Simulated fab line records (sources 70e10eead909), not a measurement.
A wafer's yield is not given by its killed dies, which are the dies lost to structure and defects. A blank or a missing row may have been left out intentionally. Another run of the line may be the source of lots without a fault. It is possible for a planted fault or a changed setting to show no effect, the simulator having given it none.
fab line records -- flow nand-harc
record lots=12, wafers=36, last-day=33
route steps=1302 shown A_ZERO_WELL@404 A_SOURCE_PLATE@415 A_ONON_D1@425 END@1302
lots with no fault: from the same line, run without faults
start-h: hours from the record's opening day to when the first of the lot's shown wafers began -- wait-h: hours elapsed since this lot's preceding step -- " as in the row above -- L1.1+2: a single row standing in for several wafers -- - no value present, or no start provided -- * or withheld: withheld -- < > ~ a bound
route shown NAME@n: NAME is a module with steps in the file, n the number in the route of the first one -- usual: mean and standard deviation over wafers with no fault -- same: alike in all rows -- chamber/n: place in a boat -- sites: per-site readings -- _std_site: the values' standard deviation -- _edge_site: inner sites' mean taken away from outer sites' mean -- radius-mm: how far each site lies from the wafer's centre -- mask NAME#n: copy n -- behind: tool/chamber where the wafer was last shaped -- hold: reason for holding the lot/hours on hold/outcome of the hold -- device: whichever transistor did not switch (one of n, p or np) -- end of line: tests run on the same wafers once the route is complete -- where a step has no rows: the recipe by itself -- killed: not the wafer's yield, but the dies lost to structure and defects at the first sort -- map: dies across one wafer; x = killed, . = not, _ = none there
set.NAME: setting as actually run; set.NAME@STEP: the setting as run at that earlier step -- model.NAME: the simulator's own value behind a step, which no gauge read
steps of the route over a sample of lots; a table a step, a row a wafer
services: the hour from which a tool's chamber was out of use, counted from the record's first day as start-h (under 0 if before that day), plus the number of hours and why
## steps
# step NHARC_A_ZERO_WELL_ETCH_19
# recipe target-depth-a=800, overetch-a=240, time-s=87.88, ion-energy-ev=200, n2-flow-sccm=150, h2-flow-sccm=150, ar-flow-sccm=0, rf-w=400, bias-w=150, chemistry=N2/H2
# usual drypump-motor-current-A=5.6/0.55, oes-product-au=1.000/0.0097, rf-vpp-V=430.8/2.7, showerhead-plenum-p-Torr=2.06/0.095, throttle-valve-pct=14.172/0.0093
lot.wafer,tool,chamber,start-h,wait-h,drypump-motor-current-A,oes-product-au,rf-hours-counter-h,rf-vpp-V,showerhead-plenum-p-Torr,throttle-valve-pct
L725.1,rie-diel-07,3,143.22,0.1,5.0,1.004,1,433.7,2.19,14.155
L725.2,rie-diel-07,1,143.22,0.1,5.4,1.002,1,430.3,1.98,14.169
L725.5,rie-diel-07,2,143.22,0.1,6.5,0.989,-,431.8,2.06,14.176
L727.2,rie-diel-09,2,159.20,0.1,6.0,0.992,1,425.8,1.89,14.173
L727.1,rie-diel-09,3,159.20,0.1,5.7,1.003,1,430.5,2.03,14.169
L727.3,rie-diel-09,0,159.20,0.1,5.2,1.003,1,433.8,2.19,14.178
L728.3,rie-diel-09,0,169.79,0.1,5.1,0.989,3,435.9,2.19,14.186
L728.2,rie-diel-09,1,169.79,0.1,6.3,0.988,3,427.5,1.94,14.182
L728.6,rie-diel-09,3,169.79,0.1,5.7,1.005,-,429.8,2.03,14.174
L730.4,rie-diel-07,2,183.38,0.1,6.5,0.995,2,429.8,2.06,14.173
L730.3,rie-diel-07,0,183.38,0.1,5.1,1.009,2,432.9,2.11,14.158
L730.5,rie-diel-07,2,183.38,0.1,6.5,0.993,-,431.1,2.06,14.162
L729.2,rie-diel-09,3,183.72,0.1,5.7,1.008,5,428.7,2.03,14.165
L729.4,rie-diel-09,0,183.72,0.1,5.2,1.007,5,434.9,2.19,14.166
L729.5,rie-diel-09,0,183.72,0.1,5.2,0.997,-,433.7,2.19,14.184
L731.3,rie-diel-09,0,206.78,0.1,5.2,0.998,11,435.3,2.18,14.179
L731.5,rie-diel-09,1,206.78,0.1,6.4,0.992,-,427.2,1.94,14.177
L731.6,rie-diel-09,2,206.78,0.1,6.0,1.001,-,425.3,1.88,14.169
L732.3,rie-diel-07,2,215.84,0.1,6.5,0.994,2,430.2,2.06,14.161
L732.4,rie-diel-07,3,215.84,0.1,5.1,1.006,2,434.0,2.19,14.172
L732.1,rie-diel-07,1,215.84,0.1,5.4,1.014,3,428.2,1.98,14.172
L733.1,rie-diel-07,3,218.13,0.1,5.1,1.022,2,434.0,2.19,14.163
L733.6,rie-diel-07,0,218.13,0.1,5.0,1.010,-,430.5,2.11,14.174
L733.5,rie-diel-07,1,218.13,0.1,5.4,1.021,-,429.2,1.98,14.179
L734.1,rie-diel-07,3,231.53,0.1,5.0,1.004,3,434.3,2.19,14.177
L734.6,rie-diel-07,3,231.53,0.1,5.0,1.008,-,434.2,2.19,14.179
L734.5,rie-diel-07,2,231.53,0.1,6.5,0.997,-,430.1,2.06,14.180
L735.3,rie-diel-07,1,246.45,0.1,5.4,1.012,3,428.9,1.98,14.189
L735.1,rie-diel-07,3,246.45,0.1,5.0,1.012,4,435.2,2.19,14.163
L735.6,rie-diel-07,1,246.45,0.1,5.4,1.014,-,427.8,1.98,14.165
L736.1,rie-diel-07,0,253.41,0.1,5.1,1.005,4,432.4,2.11,14.174
L736.3,rie-diel-07,2,253.41,0.1,6.5,0.983,4,431.5,2.06,14.185
L736.5,rie-diel-07,3,253.41,0.1,5.0,0.999,-,436.5,2.19,14.178
L748.2,rie-diel-07,2,376.12,0.1,6.5,0.981,2,431.9,2.05,14.188
L748.1,rie-diel-07,0,376.12,0.1,5.1,1.001,2,432.8,2.11,14.170
L748.5,rie-diel-07,2,376.12,0.1,6.5,0.982,-,430.9,2.05,14.165
# step NHARC_A_ZERO_WELL_RTA_16
# recipe temp-c=1000, time-s=10
# usual lamp-power-pct=30.8/2, lamp_zone_3_pct=30.8/2, wafer_temp_C_max=1003.2/0.72
lot.wafer,tool,chamber,start-h,wait-h,lamp-power-pct,lamp_zone_3_pct,wafer_temp_C_max
L725.1,rtp-anneal-02,0,144.43,-,32.7,32.7,1003.3
L725.2,rtp-anneal-02,0,144.43,-,32.7,32.7,1003.4
L725.5,rtp-anneal-02,0,144.43,-,32.7,32.7,1003.6
L727.1,rtp-anneal-02,0,160.24,-,32.6,32.6,1003.4
L727.2,rtp-anneal-02,0,160.24,-,32.6,32.6,1003.7
L727.3,rtp-anneal-02,0,160.24,-,32.6,32.6,1004.1
L728.2,rtp-anneal-02,0,170.83,-,32.7,32.7,1003.2
L728.3,rtp-anneal-02,0,170.83,-,32.7,32.7,1003.1
L728.6,rtp-anneal-02,0,170.83,-,32.7,32.7,1004.3
L730.3,rtp-anneal-02,0,184.46,-,32.6,32.7,1003.7
L730.4,rtp-anneal-02,0,184.46,-,32.7,32.7,1002.9
L730.5,rtp-anneal-02,0,184.46,-,32.7,32.7,1004.0
L729.2,rtp-anneal-01,0,184.77,-,28.6,28.6,1002.8
L729.4,rtp-anneal-01,0,184.77,-,28.6,28.7,1003.1
L729.5,rtp-anneal-01,0,184.77,-,28.7,28.6,1002.5
L731.3,rtp-anneal-02,0,207.87,0.2,32.7,32.7,1003.3
L731.5,rtp-anneal-02,0,207.87,0.2,32.7,32.7,1003.0
L731.6,rtp-anneal-02,0,207.87,0.2,32.7,32.7,1003.6
L732.1,rtp-anneal-01,0,216.86,-,28.7,28.7,1003.7
L732.3,rtp-anneal-01,0,216.86,-,28.7,28.7,1002.5
L732.4,rtp-anneal-01,0,216.86,-,28.7,28.6,1003.0
L733.1,rtp-anneal-02,0,219.14,-,32.6,32.7,1004.3
L733.5,rtp-anneal-02,0,219.14,-,32.7,32.7,1003.1
L733.6,rtp-anneal-02,0,219.14,-,32.7,32.7,1003.6
L734.1,rtp-anneal-01,0,232.75,-,28.7,28.7,1002.5
L734.5,rtp-anneal-01,0,232.75,-,28.7,28.7,1002.2
L734.6,rtp-anneal-01,0,232.75,-,28.7,28.7,1003.0
L735.1,rtp-anneal-01,0,247.47,-,28.6,28.7,1003.2
L735.3,rtp-anneal-01,0,247.47,-,28.7,28.7,1002.9
L735.6,rtp-anneal-01,0,247.47,-,28.6,28.6,1002.5
L736.1,rtp-anneal-01,0,254.45,-,28.7,28.7,1004.1
L736.3,rtp-anneal-01,0,254.45,-,28.6,28.6,1002.6
L736.5,rtp-anneal-01,0,254.45,-,28.6,28.7,1002.3
L748.1,rtp-anneal-02,0,377.72,-,32.7,32.6,1004.0
L748.2,rtp-anneal-02,0,377.72,-,32.7,32.7,1003.6
L748.5,rtp-anneal-02,0,377.72,-,32.7,32.7,1003.6
# step NHARC_A_SOURCE_PLATE_OXIDE_02
# recipe target-thk-a=100, temp-c=900, ox-time-s=1362, material=SiO2
# usual ox-temp-c=900.1/0.38, spike-tc-bottom-C=918.0/1.8
lot.wafer,tool,chamber,start-h,wait-h,ox-temp-c,spike-tc-bottom-C
L725.1,furnace-08,0,148.74,-,900.1,918.3
L725.2,furnace-08,0,148.74,-,899.5,920.5
L725.5,furnace-08,0,148.74,-,899.8,917.5
L727.1,furnace-02,0,163.53,-,899.5,916.5
L727.2,furnace-02,0,163.53,-,899.2,916.2
L727.3,furnace-02,0,163.53,-,899.4,915.8
L728.2,furnace-02,0,173.77,-,899.6,916.8
L728.3,furnace-02,0,173.77,-,899.7,915.9
L728.6,furnace-02,0,173.77,-,899.9,915.5
L729.2,furnace-08,0,187.84,-,900.1,919.4
L729.4,furnace-08,0,187.84,-,900.1,919.5
L729.5,furnace-08,0,187.84,-,899.7,920.2
L730.3,furnace-08,0,187.84,-,899.9,919.2
L730.4,furnace-08,0,187.84,-,899.6,917.3
L730.5,furnace-08,0,187.84,-,900.1,920.2
L731.3,furnace-02,0,210.78,-,899.8,916.9
L731.5,furnace-02,0,210.78,-,899.7,916.1
L731.6,furnace-02,0,210.78,-,899.3,915.5
L732.1,furnace-08,0,220.31,-,900.4,920.3
L732.3,furnace-08,0,220.31,-,899.6,920.2
L732.4,furnace-08,0,220.31,-,899.9,920.1
L733.1,furnace-08,0,220.31,-,899.7,918.7
L733.5,furnace-08,0,220.31,-,899.6,918.9
L733.6,furnace-08,0,220.31,-,900.2,918.0
L734.1,furnace-02,0,237.65,-,900.1,915.7
L734.5,furnace-02,0,237.65,-,900.1,916.6
L734.6,furnace-02,0,237.65,-,901.0,917.8
L735.1,furnace-02,0,254.44,-,900.7,916.3
L735.3,furnace-02,0,254.44,-,900.1,916.5
L735.6,furnace-02,0,254.44,-,899.9,917.4
L735.1,furnace-02,0,260.44,2.3,900.5,916.9
L735.3,furnace-02,0,260.44,2.3,900.1,916.4
L735.6,furnace-02,0,260.44,2.3,900.2,918.8
L736.1,furnace-02,0,260.44,-,900.3,916.6
L736.3,furnace-02,0,260.44,-,900.6,914.8
L736.5,furnace-02,0,260.44,-,900.2,915.6
L736.1,furnace-08,0,266.82,2.7,900.4,919.5
L736.3,furnace-08,0,266.82,2.7,900.0,919.4
L736.5,furnace-08,0,266.82,2.7,899.8,919.3
L748.1,furnace-08,0,381.16,-,900.2,920.1
L748.2,furnace-08,0,381.16,-,899.5,920.1
L748.5,furnace-08,0,381.16,-,900.3,918.8
# step NHARC_A_SOURCE_PLATE_THK_MEAS_09
# recipe thk-meas-gauge=ellipsometry
# usual thk-nm=9.8/1.1
lot.wafer,tool,chamber,start-h,wait-h,thk-nm
L725.1,film-metro-02,-,152.80,0.4,8.0
L725.2,film-metro-02,-,152.80,0.4,9.5
L725.5,film-metro-02,-,152.80,0.4,9.7
L727.1,film-metro-01,-,167.54,0.4,11.7
L727.2,film-metro-01,-,167.54,0.4,9.6
L727.3,film-metro-01,-,167.54,0.4,9.7
L728.2,film-metro-02,-,177.90,0.4,9.3
L728.3,film-metro-02,-,177.90,0.4,10.3
L728.6,film-metro-02,-,177.90,0.4,9.9
L730.3,film-metro-01,-,191.91,0.4,11.3
L730.4,film-metro-01,-,191.91,0.4,11.5
L730.5,film-metro-01,-,191.91,0.4,10.4
L729.2,film-metro-02,-,191.91,0.4,11.7
L729.4,film-metro-02,-,191.91,0.4,8.5
L729.5,film-metro-02,-,191.91,0.4,9.8
L731.3,film-metro-02,-,214.81,0.4,10.7
L731.5,film-metro-02,-,214.81,0.4,10.4
L731.6,film-metro-02,-,214.81,0.4,9.6
L732.1,film-metro-02,-,224.39,0.4,10.2
L732.3,film-metro-02,-,224.39,0.4,9.4
L732.4,film-metro-02,-,224.39,0.4,11.6
L733.1,film-metro-01,-,224.39,0.4,11.2
L733.5,film-metro-01,-,224.39,0.4,9.9
L733.6,film-metro-01,-,224.39,0.4,12.3
L734.1,film-metro-02,-,241.67,0.4,8.2
L734.5,film-metro-02,-,241.67,0.4,8.6
L734.6,film-metro-02,-,241.67,0.4,9.2
L735.1,film-metro-01,-,264.80,0.7,13.5
L735.3,film-metro-01,-,264.80,0.7,15.3
L735.6,film-metro-01,-,264.80,0.7,16.6
L735.1,film-metro-01,-,264.98,0.2,14.0
L735.3,film-metro-01,-,264.98,0.2,15.9
L735.6,film-metro-01,-,264.98,0.2,14.8
L736.1,film-metro-01,-,271.19,0.7,16.8
L736.3,film-metro-01,-,271.19,0.7,17.7
L736.5,film-metro-01,-,271.19,0.7,17.4
L736.1,film-metro-01,-,271.36,0.2,16.5
L736.3,film-metro-01,-,271.36,0.2,16.6
L736.5,film-metro-01,-,271.36,0.2,17.0
L748.1,film-metro-01,-,385.19,0.4,12.2
L748.2,film-metro-01,-,385.19,0.4,11.0
L748.5,film-metro-01,-,385.19,0.4,9.1
# step NHARC_A_ONON_D1_THK_MEAS_02
# recipe thk-meas-gauge=ellipsometry
# usual thk-nm=1000/10
lot.wafer,tool,chamber,start-h,wait-h,thk-nm
L725.1,film-metro-02,-,166.35,-,998
L725.2,film-metro-02,-,166.35,-,997
L725.5,film-metro-02,-,166.35,-,996
L727.1,film-metro-02,-,181.16,-,989
L727.2,film-metro-02,-,181.16,-,991
L727.3,film-metro-02,-,181.16,-,991
L728.2,film-metro-02,-,191.02,-,1006
L728.3,film-metro-02,-,191.02,-,1005
L728.6,film-metro-02,-,191.02,-,1008
L729.2,film-metro-01,-,205.40,-,991
L729.4,film-metro-01,-,205.40,-,992
L729.5,film-metro-01,-,205.40,-,991
L730.3,film-metro-02,-,205.40,-,1012
L730.4,film-metro-02,-,205.40,-,1011
L730.5,film-metro-02,-,205.40,-,1012
L731.3,film-metro-02,-,229.54,-,995
L731.5,film-metro-02,-,229.54,-,996
L731.6,film-metro-02,-,229.54,-,996
L732.1,film-metro-01,-,238.66,-,1004
L732.3,film-metro-01,-,238.66,-,1004
L732.4,film-metro-01,-,238.66,-,1003
L733.1,film-metro-02,-,238.69,-,1021
L733.5,film-metro-02,-,238.69,-,1022
L733.6,film-metro-02,-,238.69,-,1021
L734.1,film-metro-01,-,254.78,-,1017
L734.5,film-metro-01,-,254.78,-,1015
L734.6,film-metro-01,-,254.78,-,1016
L735.1,film-metro-01,-,279.60,-,985
L735.3,film-metro-01,-,279.60,-,987
L735.6,film-metro-01,-,279.60,-,986
L736.1,film-metro-01,-,287.85,-,993
L736.3,film-metro-01,-,287.85,-,994
L736.5,film-metro-01,-,287.85,-,992
L748.1,film-metro-01,-,399.22,-,1002
L748.2,film-metro-01,-,399.22,-,1001
L748.5,film-metro-01,-,399.22,-,1001
# step NHARC_END_SORT_01
# recipe temp-c=25
# usual killed-at-array=55/17, killed-at-other=1.1/1.6, killed-at-periphery=3.8/2.5, killed-dies=60/18, killed-open=3.3/1.9, killed-short=2.5/1.7
# same gross-dies=677
lot.wafer,tool,chamber,start-h,wait-h,killed-at-array,killed-at-other,killed-at-periphery,killed-dies,killed-open,killed-short
L730.3,prober-02,0,626.07,3.1,70,1,1,72,6,5
L730.4,prober-02,0,626.87,3.4,59,3,3,65,3,3
L730.5,prober-02,0,627.68,3.7,65,1,4,70,3,4
L731.3,prober-01,0,633.81,3.1,60,0,1,61,6,1
L731.5,prober-01,0,635.39,3.7,56,0,3,59,5,2
L731.6,prober-01,0,636.19,4.0,65,0,2,67,3,1
L736.1,prober-02,0,667.51,2.5,71,2,7,80,1,2
L736.3,prober-02,0,669.11,3.1,58,3,5,66,4,5
L736.5,prober-02,0,670.71,3.7,65,4,0,69,4,2
L735.1,prober-01,0,667.65,2.5,61,1,7,69,7,5
L735.3,prober-01,0,669.27,3.1,36,1,5,42,2,3
L735.6,prober-01,0,671.70,4.0,46,3,8,57,4,2
L748.1,prober-02,0,800.46,2.5,72,0,3,75,3,4
L748.2,prober-02,0,801.26,2.8,65,0,5,70,4,1
L748.5,prober-02,0,803.66,3.7,62,0,1,63,1,3
# killed by level:class
L730.3 A_CHANNEL_HOLE_D1:chamber-film-flake=34 A_SLIT:chamber-film-flake=16 A_CHANNEL_HOLE_D2:chamber-film-flake=4 A_ONON_D2:geometric-particle:open=3 A_WL_FILL:geometric-particle:short=2 A_ZERO_WELL:chamber-film-flake=2 P_CONTACT:geometric-particle:open=1 A_SOURCE_PLATE:geometric-particle:short=1
L730.4 A_CHANNEL_HOLE_D1:chamber-film-flake=22 A_SLIT:chamber-film-flake=21 A_CHANNEL_HOLE_D2:chamber-film-flake=5 P_ZERO_WELL:chamber-film-flake=3 A_ZERO_WELL:chamber-film-flake=2 A_STAIRCASE:chamber-film-flake=2 THIN_TSV:chamber-film-flake=2 A_ONON_D1:geometric-particle:short=1
L730.5 A_CHANNEL_HOLE_D1:chamber-film-flake=28 A_SLIT:chamber-film-flake=22 A_CHANNEL_HOLE_D2:chamber-film-flake=3 A_BLC:chamber-film-flake=3 P_ZERO_WELL:chamber-film-flake=2 A_CONTACT:chamber-film-flake=2 P_GATE:geometric-particle:short=1 P_M1:geometric-particle:open=1
L731.3 A_CHANNEL_HOLE_D2:chamber-film-flake=29 A_SLIT:chamber-film-flake=12 A_M1:chamber-film-flake=4 A_ZERO_WELL:chamber-film-flake=3 A_STAIRCASE:chamber-film-flake=3 P_M1:geometric-particle:open=1 A_SOURCE_PLATE:geometric-particle:open=1 A_ONON_D1:geometric-particle:open=1
L731.5 A_CHANNEL_HOLE_D2:chamber-film-flake=28 A_SLIT:chamber-film-flake=15 A_CHANNEL_HOLE_D1:chamber-film-flake=5 P_CONTACT:geometric-particle:open=1 A_ONON_D1:geometric-particle:short=1 A_ONON_D1:geometric-particle:open=1 A_CHANNEL_HOLE_D1:geometric-particle:open=1 A_CHANNEL_FILL_D2:geometric-particle:open=1
L731.6 A_CHANNEL_HOLE_D2:chamber-film-flake=29 A_SLIT:chamber-film-flake=28 A_CHANNEL_HOLE_D1:chamber-film-flake=2 A_DECK1_JOINT:chamber-film-flake=2 P_CONTACT:geometric-particle:open=1 A_ONON_D1:geometric-particle:short=1 A_CHANNEL_FILL_D1:geometric-particle:open=1 A_ONON_D2:geometric-particle:open=1
L736.1 A_SLIT:chamber-film-flake=33 A_CHANNEL_HOLE_D1:chamber-film-flake=32 A_DECK1_JOINT:chamber-film-flake=2 P_ZERO_WELL:chamber-film-flake=2 THIN_TSV:chamber-film-flake=2 P_M0:geometric-particle:short=1 P_M1:geometric-particle:open=1 A_STAIRCASE:geometric-particle:short=1
L735.1 A_SLIT:chamber-film-flake=23 A_CHANNEL_HOLE_D2:chamber-film-flake=18 A_CONTACT:chamber-film-flake=4 P_M0:geometric-particle:short=2 A_ONON_D2:geometric-particle:open=2 A_M0:geometric-particle:open=2 P_M1:chamber-film-flake=2 A_CHANNEL_HOLE_D1:chamber-film-flake=2
L736.3 A_CHANNEL_HOLE_D1:chamber-film-flake=29 A_SLIT:chamber-film-flake=20 THIN_TSV:chamber-film-flake=3 P_BONDPAD:chamber-film-flake=2 P_GATE:geometric-particle:open=1 P_M0:geometric-particle:short=1 P_M0:geometric-particle:open=1 A_SOURCE_PLATE:geometric-particle:short=1
L735.3 A_SLIT:chamber-film-flake=16 A_CONTACT:chamber-film-flake=6 A_CHANNEL_HOLE_D2:chamber-film-flake=4 P_GATE:chamber-film-flake=3 A_CHANNEL_HOLE_D1:chamber-film-flake=3 A_WL_FILL:geometric-particle:short=2 A_STAIRCASE:chamber-film-flake=2 P_M0:geometric-particle:short=1
L736.5 A_SLIT:chamber-film-flake=28 A_CHANNEL_HOLE_D1:chamber-film-flake=24 THIN_TSV:chamber-film-flake=4 A_STAIRCASE:chamber-film-flake=3 A_DECK1_JOINT:geometric-particle:open=2 A_M0:geometric-particle:short=2 A_M1:geometric-particle:open=1 A_BONDPAD:geometric-particle:open=1
L735.6 A_SLIT:chamber-film-flake=28 A_CHANNEL_HOLE_D2:chamber-film-flake=8 P_GATE:chamber-film-flake=5 A_CONTACT:chamber-film-flake=3 P_M1:chamber-film-flake=2 A_DECK1_JOINT:chamber-film-flake=2 THIN_TSV:chamber-film-flake=2 P_M0:geometric-particle:open=1
L748.1 A_CHANNEL_HOLE_D2:chamber-film-flake=36 A_CHANNEL_HOLE_D1:chamber-film-flake=11 A_CONTACT:chamber-film-flake=9 A_BLC:chamber-film-flake=6 P_ZERO_WELL:chamber-film-flake=3 A_DECK1_JOINT:geometric-particle:short=2 A_CHANNEL_HOLE_D1:geometric-particle:open=1 A_CHANNEL_FILL_D1:geometric-particle:open=1
L748.2 A_CHANNEL_HOLE_D1:chamber-film-flake=20 A_CHANNEL_HOLE_D2:chamber-film-flake=20 A_SLIT:chamber-film-flake=9 A_CONTACT:chamber-film-flake=4 A_ZERO_WELL:chamber-film-flake=3 A_BLC:chamber-film-flake=3 P_M0:geometric-particle:open=2 A_CHANNEL_FILL_D2:chamber-film-flake=2
L748.5 A_CHANNEL_HOLE_D2:chamber-film-flake=28 A_CHANNEL_HOLE_D1:chamber-film-flake=10 A_SLIT:chamber-film-flake=10 A_CONTACT:chamber-film-flake=5 A_BLC:chamber-film-flake=4 P_M2:geometric-particle:open=1 A_CHANNEL_HOLE_D1:geometric-particle:short=1 A_CHANNEL_HOLE_D2:geometric-particle:short=1
## services
tool,chamber,start-h,hours,kind
rie-diel-07,0,126.20,-,clean
rie-diel-07,1,126.20,-,clean
rie-diel-07,2,126.20,-,clean
rie-diel-07,3,126.20,-,clean
rie-diel-09,-,143.14,9.0,pm
rie-diel-07,0,150.70,-,clean
rie-diel-07,1,150.70,-,clean
rie-diel-07,2,150.70,-,clean
rie-diel-07,3,150.70,-,clean
rie-diel-07,0,175.20,-,clean
rie-diel-07,2,178.74,2.4,repair
rie-diel-09,1,194.09,8.9,repair
rie-diel-09,-,213.16,62.6,repair
rie-diel-07,1,220.21,19.6,repair
rie-diel-07,0,248.40,2.5,repair
furnace-08,-,271.62,7.6,repair
rie-diel-07,1,282.79,3.9,repair
rie-diel-07,-,294.20,9.0,pm
furnace-02,-,309.02,14.0,repair
rie-diel-07,-,313.94,1.2,repair
rie-diel-09,-,320.14,9.0,pm
rie-diel-07,-,347.35,0.1,repair
rie-diel-09,0,366.54,1.5,repair
rtp-anneal-01,-,372.00,12.0,pm
## key
first-sign step=NHARC_A_SOURCE_PLATE_OXIDE_02, reading=visit, direction=added
effect step=NHARC_A_SOURCE_PLATE_THK_MEAS_09, reading=visit, direction=added
effect step=NHARC_A_SOURCE_PLATE_THK_MEAS_09, reading=thk-nm, direction=up, sigmas=5.6, usual=9.8, struck=16.2
met-at NHARC_A_SOURCE_PLATE_OXIDE_02
struck-lots L735,L736
tester-left-out L735,L736
not-acting-at NHARC_A_ZERO_WELL_ETCH_19,NHARC_A_ZERO_WELL_RTA_16,NHARC_A_ONON_D1_THK_MEAS_02
fault kind=repeated-step-whole, tool=furnace-02,furnace-05,furnace-08, chamber=-, onset-h=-, steps=NHARC_A_SOURCE_PLATE_OXIDE_02, times=1, scope=struck-lots-only
# tester-left-out: of these lots the tester's yield and bins aren't shown, on N5 and GAA mostly nor the transistor test; their killed dies are dies lost to structure and defects alone, not to doping, threshold or leakage, so they don't give the yield
